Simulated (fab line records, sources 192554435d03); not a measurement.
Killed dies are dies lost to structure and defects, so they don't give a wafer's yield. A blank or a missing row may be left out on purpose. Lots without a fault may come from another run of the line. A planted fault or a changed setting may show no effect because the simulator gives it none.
Chamber matching | flow n5_finfet | N5_BEOL_M9_CURE_71 on uv_cure-01: 3 sister chambers
The step cures SiCOH lowk, time 240 s. 6 wafers are shown with their chamber, then 8 later ones without.

WAFERS WITH THEIR CHAMBER
wafer  | chamber | wafer_temp_C_max | lamp_power_pct (%)
L087.3 | 2       | 386.4            | 52.36
L087.6 | 2       | 386.2            | 52.24
L090.5 | 0       | 385.8            | 52.38
L092.3 | 1       | 387.8            | 52.32
L092.4 | 1       | 386.9            | 52.28
L095.1 | 0       | 385.9            | 52.31

WAFERS WITHOUT THEIR CHAMBER
wafer  | wafer_temp_C_max | lamp_power_pct (%)
L095.2 | 385.7            | 52.29
L095.4 | 385.9            | 52.33
L097.2 | 386.7            | 52.28
L097.4 | 385.8            | 52.35
L097.5 | 386.1            | 52.25
L096.4 | 387.4            | 52.33
L096.5 | 387.1            | 52.26
L096.6 | 386.4            | 52.33

WHICH CHAMBER EACH WENT THROUGH
wafer  | from the rows above          | in truth
L095.2 | can't be placed: 0 or 2      | 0
L095.4 | can't be placed: 0 or 2      | 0
L097.2 | can't be placed: 2 or 1 or 0 | 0
L097.4 | can't be placed: 0 or 2      | 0
L097.5 | can't be placed: 2 or 0      | 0
L096.4 | 1                            | 1
L096.5 | can't be placed: 1 or 2      | 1
L096.6 | can't be placed: 2 or 0 or 1 | 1
Placed correctly: 1 of 8. Can't be placed from these rows: 7 (the true chamber is among the candidates in 7). Placed wrongly: 0.
How it was worked out, from the rows above alone: a wafer's distance from a chamber is the root of the sum, over the readings, of the square of ((its reading less the chamber's mean) divided by the reading's scatter). The wafer belongs to the nearest chamber; if the next one is less than 2 further off, it can't be placed. A chamber's mean is the mean of its shown wafers. The scatter: the root of (the sum of the squares of (reading less its chamber's mean) over the shown wafers, divided by (wafers less chambers)).
